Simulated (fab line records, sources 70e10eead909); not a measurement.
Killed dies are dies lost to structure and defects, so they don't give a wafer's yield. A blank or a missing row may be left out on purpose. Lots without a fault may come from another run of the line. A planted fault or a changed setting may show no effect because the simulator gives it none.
Chamber matching | flow nand_harc | NHARC_A_BLC_STRIP_21 on rie_diel-04: 4 sister chambers
The step strips in O2. 8 wafers are shown with their chamber, then 10 later ones without.

WAFERS WITH THEIR CHAMBER
wafer  | chamber | showerhead_plenum_p_Torr (Torr) | drypump_motor_current_A (A)
L081.6 | 0       | 3.72                            | 5.4
L084.1 | 3       | 3.55                            | 6.5
L084.5 | 1       | 3.74                            | 5.2
L091.1 | 2       | 3.53                            | 5.3
L091.5 | 0       | 3.72                            | 5.4
L091.6 | 1       | 3.74                            | 5.3
L093.2 | 2       | 3.53                            | 5.3
L093.3 | 3       | 3.54                            | 6.5

WAFERS WITHOUT THEIR CHAMBER
wafer  | showerhead_plenum_p_Torr (Torr) | drypump_motor_current_A (A)
L093.6 | 3.53                            | 5.3
L094.1 | 3.72                            | 5.4
L094.3 | 3.53                            | 5.3
L094.5 | 3.54                            | 6.5
L096.1 | 3.54                            | 6.5
L096.2 | 3.53                            | 5.3
L096.3 | 3.72                            | 5.4
L095.3 | 3.54                            | 6.5
L095.5 | 3.53                            | 5.3
L095.6 | 3.54                            | 6.5

WHICH CHAMBER EACH WENT THROUGH
wafer  | from the rows above | in truth
L093.6 | 2                   | 2
L094.1 | 0                   | 0
L094.3 | 2                   | 2
L094.5 | 3                   | 3
L096.1 | 3                   | 3
L096.2 | 2                   | 2
L096.3 | 0                   | 0
L095.3 | 3                   | 3
L095.5 | 2                   | 2
L095.6 | 3                   | 3
Placed correctly: 10 of 10. Can't be placed from these rows: 0. Placed wrongly: 0.
How it was worked out, from the rows above alone: a wafer's distance from a chamber is the root of the sum, over the readings, of the square of ((its reading less the chamber's mean) divided by the reading's scatter). The wafer belongs to the nearest chamber; if the next one is less than 2 further off, it can't be placed. A chamber's mean is the mean of its shown wafers. The scatter: the root of (the sum of the squares of (reading less its chamber's mean) over the shown wafers, divided by (wafers less chambers)).
